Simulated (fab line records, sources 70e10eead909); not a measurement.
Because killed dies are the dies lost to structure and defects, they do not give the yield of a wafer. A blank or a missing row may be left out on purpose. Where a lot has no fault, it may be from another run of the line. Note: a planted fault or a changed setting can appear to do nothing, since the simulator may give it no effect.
The tool behind it: which one?    flow nand-harc    12 lots with 36 wafers sampled at 6 steps, on a route of 1302 steps

## WHAT THE GAUGES READ, wafer by wafer
NHARC_A_ONON_D1_THK_MEAS_11: measures by ellipsometry. Usual: 999 nm for thk-nm, sd 9.6.
lot   measured      on             thk-nm (nm)     flag
L314  day 8 08:19   film-metro-01  999 999 998     
L315  day 8 21:35   film-metro-02  990 987 988     
L318  day 9 20:20   film-metro-01  1002 1001 1002  
L317  day 9 20:22   film-metro-02  993 993 992     
L321  day 11 03:04  film-metro-01  1015 1015 1016  
L323  day 11 23:01  film-metro-02  1012 1014 1013  
L324  day 12 16:59  film-metro-02  991 989 989     
L325  day 12 17:04  film-metro-01  1004 1005 1005  
L326  day 13 02:27  film-metro-01  1007 1004 1004  
L329  day 14 22:35  film-metro-01  983 984 984     
L334  day 16 20:35  film-metro-01  997 995 994     
L335  day 17 02:32  film-metro-01  1005 1005 1005  

NHARC_A_ONON_D1_THK_MEAS_18: measures by ellipsometry. Usual: 1001 nm for thk-nm, sd 10.
lot   measured      on             thk-nm (nm)     flag
L314  day 8 16:59   film-metro-01  992 992 992     
L315  day 9 05:55   film-metro-01  1021 1022 1020  
L318  day 10 07:50  film-metro-02  998 998 997     
L317  day 10 07:49  film-metro-01  997 999 998     
L321  day 11 12:13  film-metro-02  993 990 991     
L323  day 12 07:37  film-metro-02  1001 999 998    
L324  day 13 01:20  film-metro-01  1019 1017 1018  
L325  day 13 01:20  film-metro-02  1006 1005 1004  
L326  day 13 10:48  film-metro-02  1019 1015 1018  
L329  day 15 06:55  film-metro-02  984 983 982     
L334  day 17 04:58  film-metro-01  1008 959 959    
L335  day 17 12:37  film-metro-02  1006 1008 957   

NHARC_END_SORT_01. Usual: killed-at-array 54, standard deviation 17; killed-at-other 0.7, standard deviation 1; killed-at-periphery 3.7, standard deviation 2.9; killed-dies 58, standard deviation 16; killed-open 3.2, standard deviation 1.9; killed-short 2.2, standard deviation 1.5.
lot   measured      on         killed-at-array  killed-at-other  killed-at-periphery  killed-dies  killed-open  killed-short  flag
L334  day 33 06:00  prober-01  54 672 675       2 0 1            1 5 1                57 677 677   3 7 4        4 3 1         OFF
L335  day 33 13:12  prober-02  51 28 669        2 0 3            4 4 5                57 32 677    2 3 3        4 1 3         OFF

## WHAT TOOL EACH LOT RAN ON (gives the tool, then ch and the chambers of the sampled wafers, and finally the start)
lot   NHARC_P_BONDPAD_ACTIVATE_29         NHARC_A_ZERO_WELL_ETCH_19           NHARC_A_ONON_D1_DEP_16
L314  rie-diel-12 ch 0,3, day 7 05:41     rie-diel-07 ch 0,1, day 7 07:08     pecvd-onon-03 ch 0, day 8 16:29
L315  rie-diel-03 ch 1,3, day 7 19:57     rie-diel-07 ch 0,2,3, day 7 21:28   pecvd-onon-03 ch 0, day 9 05:28
L318  rie-diel-03 ch 1,2, day 8 17:46     rie-diel-07 ch 0,1, day 8 19:17     pecvd-onon-03 ch 0, day 10 07:26
L317  rie-diel-12 ch 1,3, day 8 18:45     rie-diel-07 ch 0,1,2, day 8 20:16   pecvd-onon-04 ch 0, day 10 07:22
L321  rie-diel-12 ch 0,2, day 9 23:57     rie-diel-07 ch 1,3, day 10 01:19    pecvd-onon-03 ch 0, day 11 11:46
L323  rie-diel-03 ch 0,1, day 10 21:55    rie-diel-07 ch 0,1,3, day 10 23:17  pecvd-onon-03 ch 0, day 12 07:13
L324  rie-diel-12 ch 0,1, day 11 12:18    rie-diel-07 ch 0,1,3, day 11 13:49  pecvd-onon-04 ch 0, day 13 00:50
L325  rie-diel-03 ch 2,3, day 11 16:09    rie-diel-07 ch 0,1,2, day 11 17:38  pecvd-onon-03 ch 0, day 13 00:50
L326  rie-diel-08 ch 0,1,2, day 12 01:36  rie-diel-07 ch 1,2, day 12 03:04    pecvd-onon-03 ch 0, day 13 10:17
L329  rie-diel-12 ch 0,2,3, day 13 17:22  rie-diel-07 ch 0,1,2, day 13 18:53  pecvd-onon-03 ch 0, day 15 06:27
L334  rie-diel-03 ch 0,2, day 15 20:17    rie-diel-07 ch 0,2, day 15 21:39    pecvd-onon-03 ch 0, day 17 04:31
L335  rie-diel-12 ch 0,2,3, day 16 00:36  rie-diel-07 ch 0,2,3, day 16 02:06  pecvd-onon-03 ch 0, day 17 12:07
- NHARC_P_BONDPAD_ACTIVATE_29: chemistry N2, time 60 s.
- NHARC_A_ZERO_WELL_ETCH_19: etches the open film in N2/H2, target depth 80 nm, overetch 24 nm, time 87.88 s.
- NHARC_A_ONON_D1_DEP_16: target thk 1000 nm.

## AS READ BY THE TOOLS THEMSELVES (means over the sampled wafers that have a number; for cases with no such wafer, the mark the record gives instead)
NHARC_P_BONDPAD_ACTIVATE_29. Usual: drypump-motor-current-A 5.6 A, standard deviation 0.44; oes-product-au 1.005 a.u., standard deviation 0.013; rf-vpp-V 64.2 V, standard deviation 0.84; showerhead-plenum-p-Torr 1.78 Torr, standard deviation 0.059.
lot   tool         drypump-motor-current-A (A)  oes-product-au (a.u.)  rf-vpp-V (V)  showerhead-plenum-p-Torr (Torr)  flag
L314  rie-diel-12  5.2                          1.008                  63.3          1.72                             
L315  rie-diel-03  5.3                          1.002                  65.0          1.82                             
L318  rie-diel-03  5.8                          1.006                  63.9          1.76                             
L317  rie-diel-12  5.7                          1.000                  64.8          1.84                             
L321  rie-diel-12  5.3                          1.004                  63.8          1.72                             
L323  rie-diel-03  6.0                          1.003                  63.7          1.75                             
L324  rie-diel-12  5.2                          1.007                  63.6          1.74                             
L325  rie-diel-03  5.5                          1.008                  64.4          1.82                             
L326  rie-diel-08  5.5                          1.003                  63.7          1.80                             
L329  rie-diel-12  5.5                          0.989                  63.8          1.76                             
L334  rie-diel-03  6.2                          1.019                  63.7          1.73                             
L335  rie-diel-12  5.5                          0.995                  64.6          1.76                             

NHARC_A_ZERO_WELL_ETCH_19. Usual: drypump-motor-current-A 5.40 A, standard deviation 0.26; oes-product-au 1.003 a.u., standard deviation 0.014; rf-vpp-V 432.3 V, standard deviation 2.8; showerhead-plenum-p-Torr 2.11 Torr, standard deviation 0.1; throttle-valve-pct 14.172 %, standard deviation 0.009.
lot   tool         drypump-motor-current-A (A)  oes-product-au (a.u.)  rf-vpp-V (V)  showerhead-plenum-p-Torr (Torr)  throttle-valve-pct (%)  flag
L314  rie-diel-07  5.27                         0.997                  432.3         2.12                             14.177                  
L315  rie-diel-07  5.37                         1.009                  434.4         2.17                             14.163                  
L318  rie-diel-07  5.26                         1.002                  432.7         2.12                             14.174                  
L317  rie-diel-07  5.26                         1.000                  434.0         2.13                             14.186                  
L321  rie-diel-07  5.36                         1.011                  433.8         2.16                             14.180                  
L323  rie-diel-07  5.32                         1.010                  432.4         2.14                             14.173                  
L324  rie-diel-07  5.32                         1.005                  433.1         2.14                             14.170                  
L325  rie-diel-07  5.27                         1.005                  433.2         2.13                             14.165                  
L326  rie-diel-07  5.27                         1.006                  433.6         2.15                             14.163                  
L329  rie-diel-07  5.27                         1.006                  432.3         2.13                             14.169                  
L334  rie-diel-07  5.34                         1.015                  433.0         2.15                             14.170                  
L335  rie-diel-07  5.38                         1.009                  433.8         2.17                             14.168                  

## THE ANSWER, worked out from the rows above alone
Rule: lot off if the mean of its wafers having a number is beyond 3 standard deviations from the usual mean. A lot without any number at a reading at which 4 lots or more have one is off too. Where the step has rows for the other lots, those lots are counted as sound. After the gauges, taken in route order, come the tools' own readings; for these a lot's mean is taken, as printed above. The first step at which some lot is off is used, and at that step the reading that is off furthest; a lot without a number counts as furthest.
Off at NHARC_END_SORT_01 (killed-dies): L334, L335. Neither off nor sound, because the step has no rows for them: L314, L315, L318, L317, L321, L323, L324, L325, L326, L329.
A tool fits if, at a process step before that reading, it ran every lot that is off, and no sound lot after the first of them. Gauges at NHARC_END_SORT_01: tried the same way as those tools. 2 tools fit, rie-diel-07 at NHARC_A_ZERO_WELL_ETCH_19 and pecvd-onon-03 at NHARC_A_ONON_D1_DEP_16, so this cannot tell which one it is.

## WHAT THE SIMULATOR PUT IN
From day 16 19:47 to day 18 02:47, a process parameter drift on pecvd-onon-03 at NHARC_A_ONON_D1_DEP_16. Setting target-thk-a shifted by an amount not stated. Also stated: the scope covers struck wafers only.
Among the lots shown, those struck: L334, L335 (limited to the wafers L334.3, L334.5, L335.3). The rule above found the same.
